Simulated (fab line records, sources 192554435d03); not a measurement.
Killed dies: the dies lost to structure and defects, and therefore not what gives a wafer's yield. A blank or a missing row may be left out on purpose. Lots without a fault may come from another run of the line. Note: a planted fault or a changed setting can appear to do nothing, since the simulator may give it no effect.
Which tool was responsible? + flow n5Finfet + 72 wafers from 24 lots sampled at 2 of the route's 1938 steps

WHAT EACH GAUGE READ, for each wafer
N5_BEOL_M5_THK_MEAS_53: measures by xrf.
| lot  | measured     | on           | M5_THK (nm)    |
|------|--------------|--------------|----------------|
| L074 | day 8 17:17  | filmMetro-02 | 61.0 61.8 62.2 |
| L075 | day 8 23:01  | filmMetro-02 | 63.4 61.8 64.5 |
| L076 | day 9 09:52  | filmMetro-02 | 63.6 63.6 63.7 |
| L077 | day 9 12:30  | filmMetro-01 | 60.8 61.7 60.5 |
| L078 | day 9 18:39  | filmMetro-01 | 62.5 61.6 61.6 |
| L079 | day 10 11:39 | filmMetro-01 | 60.9 62.1 61.0 |
| L081 | day 10 14:38 | filmMetro-02 | 64.0 61.7 62.9 |
| L080 | day 10 15:52 | filmMetro-02 | 65.2 60.5 61.3 |
| L082 | day 10 18:26 | filmMetro-01 | 60.9 61.7 61.9 |
| L083 | day 11 00:04 | filmMetro-01 | 61.0 59.2 60.3 |
| L084 | day 11 07:45 | filmMetro-01 | 61.1 63.3 60.6 |
| L085 | day 11 17:11 | filmMetro-02 | 62.7 61.3 64.5 |
| L086 | day 11 20:08 | filmMetro-01 | 59.4 61.3 63.8 |
| L087 | day 11 21:08 | filmMetro-02 | 59.0 63.1 60.3 |
| L089 | day 13 02:40 | filmMetro-01 | 62.3 60.1 59.8 |
| L088 | day 13 02:49 | filmMetro-02 | 62.7 61.0 62.2 |
| L090 | day 13 03:44 | filmMetro-01 | 58.5 59.3 57.3 |
| L093 | day 13 09:17 | filmMetro-02 | 64.6 61.8 62.9 |
| L091 | day 13 10:01 | filmMetro-01 | 63.4 61.1 61.6 |
| L094 | day 14 09:07 | filmMetro-02 | 65.1 59.6 62.5 |
| L096 | day 14 12:35 | filmMetro-01 | 62.7 60.7 59.7 |
| L095 | day 14 20:48 | filmMetro-01 | 60.2 62.8 61.1 |
| L092 | day 14 19:02 | filmMetro-01 | 64.3 58.7 62.7 |
| L097 | day 15 04:09 | filmMetro-01 | 62.8 64.5 61.4 |

WHICH TOOL RAN EACH LOT (tool, then ch and the chambers of the sampled wafers, then the start)
| lot  | N5_BEOL_M5_ANNEAL_89        |
|------|-----------------------------|
| L074 | pvdSputter-03, day 8 15:28  |
| L075 | pvdSputter-01, day 8 21:02  |
| L076 | pvdSputter-02, day 9 08:04  |
| L077 | pvdSputter-01, day 9 10:41  |
| L078 | pvdSputter-02, day 9 16:50  |
| L079 | pvdSputter-03, day 10 09:49 |
| L081 | pvdSputter-01, day 10 12:50 |
| L080 | pvdSputter-02, day 10 13:45 |
| L082 | pvdSputter-03, day 10 16:37 |
| L083 | pvdSputter-01, day 10 22:16 |
| L084 | pvdSputter-01, day 11 05:34 |
| L085 | pvdSputter-01, day 11 14:38 |
| L086 | pvdSputter-02, day 11 18:03 |
| L087 | pvdSputter-03, day 11 19:03 |
| L089 | pvdSputter-03, day 13 00:52 |
| L088 | pvdSputter-01, day 13 01:01 |
| L090 | pvdSputter-02, day 13 01:55 |
| L093 | pvdSputter-01, day 13 06:56 |
| L091 | pvdSputter-03, day 13 07:29 |
| L094 | pvdSputter-03, day 14 07:19 |
| L096 | pvdSputter-02, day 14 10:46 |
| L095 | pvdSputter-02, day 14 16:29 |
| L092 | pvdSputter-03, day 14 17:14 |
| L097 | pvdSputter-03, day 15 02:21 |
- N5_BEOL_M5_ANNEAL_89: time 1800 s.

WHAT THE TOOLS THEMSELVES READ (means of the sampled wafers that have a number; where no wafer has one, the mark that the record gives instead)
N5_BEOL_M5_ANNEAL_89.
| lot  | tool          | heaterPowerW (W) | susceptor_temp_C_max |
|------|---------------|------------------|----------------------|
| L074 | pvdSputter-03 | 799              | 401.0                |
| L075 | pvdSputter-01 | 862              | 401.2                |
| L076 | pvdSputter-02 | 781              | 401.2                |
| L077 | pvdSputter-01 | 787              | 400.8                |
| L078 | pvdSputter-02 | 770              | 400.8                |
| L079 | pvdSputter-03 | 852              | 400.7                |
| L081 | pvdSputter-01 | 839              | 400.9                |
| L080 | pvdSputter-02 | 771              | 401.1                |
| L082 | pvdSputter-03 | 816              | 400.7                |
| L083 | pvdSputter-01 | 826              | 401.2                |
| L084 | pvdSputter-01 | 779              | 400.7                |
| L085 | pvdSputter-01 | 824              | 401.0                |
| L086 | pvdSputter-02 | 801              | 401.0                |
| L087 | pvdSputter-03 | 887              | 401.1                |
| L089 | pvdSputter-03 | 905              | 401.0                |
| L088 | pvdSputter-01 | 800              | 400.5                |
| L090 | pvdSputter-02 | 827              | 400.8                |
| L093 | pvdSputter-01 | 824              | 401.1                |
| L091 | pvdSputter-03 | 848              | 400.9                |
| L094 | pvdSputter-03 | 860              | 400.9                |
| L096 | pvdSputter-02 | 822              | 400.7                |
| L095 | pvdSputter-02 | 842              | 400.9                |
| L092 | pvdSputter-03 | 901              | 401.0                |
| L097 | pvdSputter-03 | 803              | 400.8                |

THE ANSWER, worked out from the rows above alone
Rule: the lots themselves supply what counts as usual. The widest of any qualifying gaps counts: lots, ordered by their means at a reading, are off when they make up no more than a third of the lots, leave a main group of 4 or more, and stand apart from it by 3 or more times the standard deviation of that group's means. A main group is skipped when, at the precision printed for the reading in the tables above, its means are all equal. Also off: a lot with no number at a reading for which 4 or more lots have one. All remaining lots with rows at the step are treated as sound. Order of review: gauges by route order, followed by the tools' own readings, for which a lot's mean as printed above is used. The first step at which some lot is off is used, and at that step the reading that is off furthest; a lot without a number counts as furthest.
Nothing can be told from this: no lot is off at any reading shown.

WHAT THE SIMULATOR HAD INSERTED
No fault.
